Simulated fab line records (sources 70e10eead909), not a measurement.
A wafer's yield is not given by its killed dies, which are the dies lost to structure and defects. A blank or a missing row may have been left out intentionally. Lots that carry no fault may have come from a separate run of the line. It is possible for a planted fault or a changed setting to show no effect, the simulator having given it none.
fab line records	flow nand_harc
[record] lots = 6	wafers = 18	last_day = 32
route steps=1302 shown THIN_TSV@1256 END@1302
lots untouched by any fault: they come from a run of this same line in which no faults occurred
start_h: the number of hours between the record's first day and the start of the first shown wafer of the lot	wait_h: hours from the lot's prior step to this one	" repeats the value in the row above	L1.1+2: a row that stands for several wafers	- value missing, or start not given	* or withheld: withheld	< > ~ a bound
route shown NAME@n: a module of which the file shows steps, and the number in the route of the first	usual: mean and standard deviation over wafers with no fault	same: alike in all rows	chamber/n: place in a boat	sites: readings site by site	_std_site: their standard deviation	_edge_site: mean of outer sites minus mean of inner sites	radius_mm: for every site, how far away it sits from the centre of the wafer	mask NAME#n: copy n	behind: the tool/chamber that last shaped the wafer	hold: why the lot was held/for how many hours/how that ended	device: whichever transistor did not switch (one of n, p or np)	end of line: the same wafers' tests at the end of the route	a step with no rows: only its recipe	killed: dies lost to structure and defects at the first sort, not the wafer's yield	map: per-die view of a wafer (x killed, . not killed, _ where there is no die)
set.NAME: setting as actually run; set.NAME@STEP: the setting as run at that earlier step	model.NAME: the simulator's own value behind a step, which no gauge read
lots seen at some steps along the route; tables by step, rows by wafer
services: a tool's chamber out of use, with start hour (start_h, from the record's first day; less than 0 if before it), hours out, and reason
[[steps]]
[step NHARC_THIN_TSV_EXPOSE_09]
[recipe] na = 0.55	dose_mj = 30.7	mask_id = TSV
[step NHARC_THIN_TSV_PEB_10]
[recipe] peb_temp_c = 118	peb_time_s = 85
[step NHARC_THIN_TSV_DEVELOP_11]
[recipe] time_s = 70
[step NHARC_THIN_TSV_CD_MEAS_12]
[recipe] target_cd_nm = 1000	landing_energy_ev = 500
[usual] cd_nm = 999.8/1.2
[same] landing_energy_ev = 500
lot.wafer	tool	chamber	start_h	wait_h	cd_nm
L667.2	cd_sem-01	0	629.91	-	1001.2
L667.3	"	0	"	"	1000.7
L667.4	"	0	"	"	1001.2
L668.2	cd_sem-02	0	637.36	-	1000.4
L668.3	"	0	"	"	1000.5
L668.6	"	0	"	"	1001.0
L677.2	cd_sem-03	0	732.28	-	997.4
L677.3	"	0	"	"	997.9
L677.6	"	0	"	"	996.8
L679.1	cd_sem-03	0	746.46	-	999.1
L679.3	"	0	"	"	1000.1
L679.5	"	0	"	"	1001.6
L680.2	cd_sem-03	0	747.79	-	998.9
L680.3	"	0	"	"	998.2
L680.4	"	0	"	"	998.5
L681.2	cd_sem-02	0	749.00	-	999.7
L681.3	"	0	"	"	1000.4
L681.5	"	0	"	"	1000.6
[step NHARC_THIN_TSV_HARDBAKE_13]
[recipe] temp_c = 125	time_s = 80
[step NHARC_THIN_TSV_DESCUM_14]
[recipe] time_s = 3	o2_flow_sccm = 200	ar_flow_sccm = 0	bias_power_w = 0	chemistry = O2
[step NHARC_THIN_TSV_ETCH_44]
[recipe] target_depth_a = 15942	time_s = 797.1	cf4_flow_sccm = 150	o2_flow_sccm = 10	ar_flow_sccm = 0	rf_w = 300	bias_w = 800	chemistry = CF4/O2
[usual] drypump_motor_current_A = 5.8/0.39	oes_product_au = 0.999/0.0077	rf_vpp_V = 794/4.5	showerhead_plenum_p_Torr = 1.84/0.073	throttle_valve_pct = 16.914/0.0089
[same] time_s = 797.1
lot.wafer	tool	chamber	start_h	wait_h	drypump_motor_current_A	oes_product_au	rf_hours_counter_h	rf_vpp_V	showerhead_plenum_p_Torr	throttle_valve_pct
L667.4	rie_diel-10	0	630.15	0.1	5.6	1.004	1.9	803	1.96	16.901
L667.3	"	2	"	"	6.1	0.994	2.0	792	1.79	16.918
L667.2	"	3	"	"	6.3	0.995	2.1	798	1.88	16.906
L668.3	rie_diel-08	0	637.61	0.1	5.6	0.997	4.7	789	1.75	16.920
L668.2	"	1	"	"	5.4	0.994	4.2	792	1.79	16.917
L668.6	"	1	"	"	5.4	0.993	-	790	1.79	16.916
L677.2	rie_diel-10	0	732.63	0.2	5.5	0.990	7.3	800	1.96	16.915
L677.3	"	1	"	"	6.1	1.001	6.0	788	1.74	16.912
L677.6	"	3	"	"	6.3	0.999	-	796	1.88	16.906
L679.1	rie_diel-08	1	746.70	0.1	5.4	1.004	1.0	792	1.79	16.910
L679.3	"	3	"	"	6.3	0.984	0.9	801	1.94	16.913
L679.5	"	1	"	"	5.4	0.974	-	792	1.78	16.922
L680.2	rie_diel-10	1	748.04	0.1	6.2	1.004	6.3	788	1.74	16.915
L680.3	"	1	"	"	6.1	0.991	-	787	1.74	16.914
L680.4	"	3	"	"	6.3	0.995	-	798	1.88	16.902
L681.2	rie_diel-10	1	749.41	0.2	6.1	1.004	7.0	789	1.74	16.912
L681.3	"	1	"	"	6.1	0.997	-	789	1.74	16.904
L681.5	"	3	"	"	6.3	1.000	-	798	1.87	16.910
[step NHARC_THIN_TSV_ETCH_15]
[recipe] target_depth_a = 30000	bosch_target_overetch_cycles = 2	bosch_etch_step_s = 2.8	bosch_dep_step_s = 1.2	bosch_cycles = 14
[usual] drypump_motor_current_A = 5.7/0.44
lot.wafer	tool	chamber	start_h	wait_h	drypump_motor_current_A	rf_hours_counter_h
L667.2	rie_si-03	3	630.73	-	5.7	0.2
L667.4	"	0	"	"	5.4	0.2
L667.3	"	1	"	"	6.2	0.3
L668.2	rie_si-03	1	638.19	-	6.2	0.3
L668.3	"	3	"	"	5.6	0.2
L668.6	"	1	"	"	6.2	-
L677.3	rie_si-02	3	733.09	-	5.8	0.6
L677.2	"	1	"	"	6.7	0.6
L677.6	"	3	"	"	5.8	-
L679.1	rie_si-01	3	747.28	-	5.7	0.0
L679.3	"	2	"	"	6.1	0.0
L679.5	"	3	"	"	5.7	-
L680.4	rie_si-03	1	748.95	-	6.2	1.1
L680.2	"	3	"	"	5.6	0.8
L680.3	"	0	"	"	5.4	0.9
L681.3	rie_si-02	0	750.21	-	5.2	0.8
L681.2	"	3	"	"	5.8	0.7
L681.5	"	1	"	"	6.7	-
[step NHARC_THIN_TSV_CD_MEAS_16]
[usual] cd_nm = 999.7/1.3
lot.wafer	tool	chamber	start_h	wait_h	cd_nm
L667.2	cd_sem-01	-	630.88	0.1	1001.4
L667.3	"	-	"	"	1001.1
L667.4	"	-	"	"	1001.0
L668.2	cd_sem-01	-	638.33	0.1	1001.1
L668.3	"	-	"	"	1001.1
L668.6	"	-	"	"	1001.4
L677.2	cd_sem-03	-	733.24	0.1	997.1
L677.3	"	-	"	"	997.8
L677.6	"	-	"	"	996.6
L679.1	cd_sem-02	-	747.42	0.1	999.1
L679.3	"	-	"	"	998.9
L679.5	"	-	"	"	1000.6
L680.2	cd_sem-01	-	749.10	0.1	998.6
L680.3	"	-	"	"	998.6
L680.4	"	-	"	"	998.7
L681.2	cd_sem-02	-	750.36	0.1	999.5
L681.3	"	-	"	"	1000.7
L681.5	"	-	"	"	1001.1
[step NHARC_THIN_TSV_STRIP_45]
[recipe] power_w = 1500	temp_c = 250	chemistry = O2
[usual] drypump_motor_current_A = 5.5/0.33	heater_power_w = 319/21
lot.wafer	tool	chamber	start_h	wait_h	drypump_motor_current_A	heater_power_w	rf_hours_counter_h
L667.2	plasma_asher-01	1	630.99	0.1	5.8	301	18
L667.3	"	0	"	"	4.8	291	-
L667.4	"	1	"	"	5.8	301	-
L668.2	plasma_asher-02	0	638.40	0.1	5.6	329	31
L668.3	"	1	"	"	5.5	335	-
L668.6	"	0	"	"	5.6	318	-
L677.2	plasma_asher-01	1	733.31	0.1	5.8	298	4
L677.3	"	0	"	"	4.8	295	-
L677.6	"	0	"	"	4.8	297	-
L679.1	plasma_asher-02	0	747.55	0.1	5.6	351	17
L679.3	"	0	"	"	5.6	353	-
L679.5	"	1	"	"	5.5	314	-
L680.2	plasma_asher-02	1	749.17	0.1	5.5	313	18
L680.3	"	1	"	"	5.5	306	-
L680.4	"	0	"	"	5.5	343	-
L681.2	plasma_asher-02	1	750.43	0.1	5.5	316	19
L681.3	"	1	"	"	5.5	311	-
L681.5	"	0	"	"	5.6	354	-
[step NHARC_THIN_TSV_STRIP_46]
[recipe] time_s = 1200	temp_c = 72.5	chemistry = post_etch_residue_remover
[step NHARC_THIN_TSV_DEP_47]
[recipe] target_thk_a = 2000	temp_c = withheld	pressure_torr = 6.5	rf_w = 900	teos_flow_sccm = 161.4	flow_sccm = 2650	target_thk_nm = 200	gas = O2	material = SiO2
[usual] showerhead_vpp_V = 1835/100	throttle_valve_pct = 15.6/0.75
lot.wafer	tool	chamber	start_h	wait_h	showerhead_vpp_V	throttle_valve_pct
L667.3	pecvd-03	0	631.79	-	1704	15.5
L667.2	"	1	"	"	1789	15.9
L667.4	"	2	"	"	1842	17.2
L668.2	pecvd-01	0	639.24	-	1859	16.2
L668.3	"	2	"	"	1751	15.1
L668.6	"	0	"	"	1864	15.9
L677.3	pecvd-01	2	734.34	-	1758	14.8
L677.2	"	0	"	"	1882	16.4
L677.6	"	2	"	"	1748	14.9
L679.3	pecvd-04	2	748.35	-	1818	15.4
L679.1	"	0	"	"	2039	14.9
L679.5	"	0	"	"	2060	14.8
L680.2	pecvd-03	2	750.09	-	1832	16.7
L680.3	"	0	"	"	1688	15.5
L680.4	"	2	"	"	1836	16.8
L681.3	pecvd-04	2	751.34	-	1843	15.3
L681.2	"	0	"	"	2058	14.8
L681.5	"	2	"	"	1850	15.4
[step NHARC_THIN_TSV_ETCHBACK_48]
[recipe] target_depth_a = 10285	over_etch_frac = 0.3	time_s = 405.17	ion_energy_ev = 250	c4f8_flow_sccm = withheld	ar_flow_sccm = withheld	rf_w = 600	bias_w = 300	chemistry = C4F8/Ar
[usual] oes_product_au = 0.95/0.03	over_etch_frac = 0.3/0	rf_vpp_V = 548/3.2
lot.wafer	tool	chamber	start_h	wait_h	oes_product_au	over_etch_frac	rf_hours_counter_h	rf_vpp_V
L667.3	rie_diel-08	2	632.15	-	0.93	0.3	3.9	548
L667.4	"	3	"	"	0.93	0.45649	4.3	550
L667.2	"	0	"	"	0.93	0.3	4.3	542
L668.3	rie_diel-08	3	639.68	-	0.92	0.3	5.0	551
L668.2	"	1	"	"	0.92	0.3	4.6	544
L668.6	"	2	"	"	0.92	0.45649	-	547
L677.3	rie_diel-08	3	734.78	-	0.98	0.3	0.5	551
L677.2	"	0	"	"	1.00	0.3	0.4	543
L677.6	"	3	"	"	0.98	0.3	-	551
L679.1	rie_diel-08	1	748.70	-	0.96	0.3	1.4	545
L679.3	"	2	"	"	0.98	0.3	1.6	547
L679.5	"	2	"	"	0.98	0.3	-	547
L680.2	rie_diel-13	0	750.48	-	0.92	0.3	1.8	548
L680.3	"	1	"	"	0.93	0.3	2.1	544
L680.4	"	2	"	"	0.94	0.3	2.1	549
L681.3	rie_diel-13	0	751.69	-	0.92	0.3	2.0	550
L681.2	"	3	"	"	0.94	0.3	2.0	551
L681.5	"	0	"	"	0.93	0.3	-	549
[step NHARC_THIN_TSV_STRIP_62]
[recipe] power_w = 1500	temp_c = 250	time_s = 20	chemistry = N2/H2
[usual] drypump_motor_current_A = 5.4/0.39	heater_power_w = 313/20
[same] time_s = 20
lot.wafer	tool	chamber	start_h	wait_h	drypump_motor_current_A	heater_power_w	rf_hours_counter_h
L667.2	plasma_asher-01	1	632.51	-	5.8	295	19
L667.3	"	1	"	"	5.8	303	-
L667.4	"	0	"	"	4.8	291	-
L668.2	plasma_asher-02	0	640.02	-	5.6	321	31
L668.3	"	1	"	"	5.5	342	-
L668.6	"	0	"	"	5.6	318	-
L677.2	plasma_asher-02	0	735.12	-	5.6	352	15
L677.3	"	1	"	"	5.5	311	-
L677.6	"	0	"	"	5.6	342	-
L679.1	plasma_asher-01	1	749.08	-	5.8	303	7
L679.3	"	0	"	"	4.8	296	-
L679.5	"	1	"	"	5.8	295	-
L680.2	plasma_asher-01	1	750.80	-	5.8	303	8
L680.4	"	1	"	"	5.8	298	-
L680.3	"	0	"	"	4.8	299	-
L681.2	plasma_asher-02	1	752.07	-	5.5	318	19
L681.3	"	0	"	"	5.6	351	-
L681.5	"	1	"	"	5.5	314	-
[step NHARC_END_SORT_01]
[recipe] temp_c = 25
[usual] defect_limited_yield = 91.1/2.8	killed_at_array = 56/19	killed_at_other = 1.0/1.5	killed_at_periphery = 3.4/2.4	killed_dies = 60/19	killed_open = 3.3/1.8	killed_short = 2.4/1.7	sort_bin_2_pct = 3.2/1.3	sort_bin_3_pct = 0.7/0.39	sort_bin_4_pct = 4.9/1.6	sort_n_pass = 617/19	sort_rim_yield_pct = 89/4.2	sort_yield_pct = 91.1/2.8
[same] gross_dies = 677	sort_bin_5_pct[%] = 0	sort_bin_6_pct[%] = 0	sort_bin_7_pct[%] = 0	sort_bin_8_pct[%] = 0	sort_rim_n_gross = 106.00
lot.wafer	tool	chamber	start_h	wait_h	defect_limited_yield[%]	killed_at_array	killed_at_other	killed_at_periphery	killed_dies	killed_open	killed_short	sort_bin_2_pct[%]	sort_bin_3_pct[%]	sort_bin_4_pct[%]	sort_n_pass	sort_rim_yield_pct[%]	sort_yield_pct[%]
L668.2	prober-01	0	653.47	2.8	90.0	58	0	10	68	5	4	4.4	0.7	4.9	609	94	90.0
L668.3	prober-01	0	654.27	3.1	91.3	54	0	5	59	7	1	3.0	0.4	5.3	618	97	91.3
L668.6	prober-01	0	656.69	4.0	91.0	50	1	10	61	3	3	3.0	0.9	5.2	616	96	91.0
// killed by level:class
L668.2 A_CHANNEL_HOLE_D2:chamber_film_flake=35 A_CHANNEL_HOLE_D1:chamber_film_flake=6 P_GATE:chamber_film_flake=4 A_BLC:chamber_film_flake=4 P_BONDPAD:chamber_film_flake=3 A_WL_FILL:geometric_particle:open=2 P_M2:chamber_film_flake=2 P_CONTACT:geometric_particle:open=1
L668.3 A_CHANNEL_HOLE_D2:chamber_film_flake=37 A_CHANNEL_HOLE_D1:chamber_film_flake=5 P_M0:geometric_particle:open=3 A_CONTACT:chamber_film_flake=3 P_GATE:chamber_film_flake=2 A_CHANNEL_HOLE_D1:geometric_particle:open=1 A_CHANNEL_FILL_D2:geometric_particle:open=1 A_SGD_CUT:geometric_particle:short=1
L668.6 A_CHANNEL_HOLE_D2:chamber_film_flake=35 A_STAIRCASE:chamber_film_flake=4 A_CONTACT:chamber_film_flake=4 P_BONDPAD:chamber_film_flake=3 A_CHANNEL_HOLE_D1:chamber_film_flake=3 P_GATE:chamber_film_flake=2 P_GATE:geometric_particle:short=1 P_CONTACT:geometric_particle:open=1
[[services]]
tool	chamber	start_h	hours	kind
rie_diel-08	-	615.74	0.9	repair
plasma_asher-02	-	617.87	1.1	repair
rie_si-02	-	631.00	9.0	pm
pecvd-04	-	631.81	13.0	pm
pecvd-01	2	640.48	4.6	repair
pecvd-04	1	652.34	11.5	repair
pecvd-04	2	652.84	4.1	repair
plasma_asher-02	-	661.93	9.0	pm
pecvd-04	-	662.78	1.7	repair
pecvd-01	-	664.34	1.3	repair
rie_si-02	-	667.45	12.4	repair
pecvd-01	-	673.33	13.0	pm
rie_diel-13	0	680.93	8.2	repair
pecvd-03	0	688.86	5.1	repair
rie_diel-13	-	696.00	9.0	pm
plasma_asher-01	-	696.36	9.0	pm
pecvd-01	2	699.09	17.4	repair
rie_diel-10	1	703.14	18.2	repair
rie_diel-08	2	717.25	4.0	repair
plasma_asher-01	-	721.75	1.5	repair
rie_diel-08	-	721.88	9.0	pm
rie_diel-10	2	743.52	9.9	repair
rie_diel-10	0	748.02	4.7	repair
rie_si-03	-	752.12	9.0	pm
[[key]]
[first_sign] step = NHARC_THIN_TSV_ETCHBACK_48	reading = over_etch_frac	direction = up	sigmas = 99+	usual = 0.3	struck = 0.45649
effect none on later readings
met_at NHARC_THIN_TSV_ETCHBACK_48
struck_wafers L667.4,L668.6
[fault] kind = process_parameter_drift	tool = rie_diel-08	chamber = -	onset_h = 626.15	steps = NHARC_THIN_TSV_ETCHBACK_48	channel = over_etch_frac	offset = 0.15649	shape = step	end_h = 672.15	scope = struck_wafers_only	acts_in = these_recipes_only	stated = 0.3
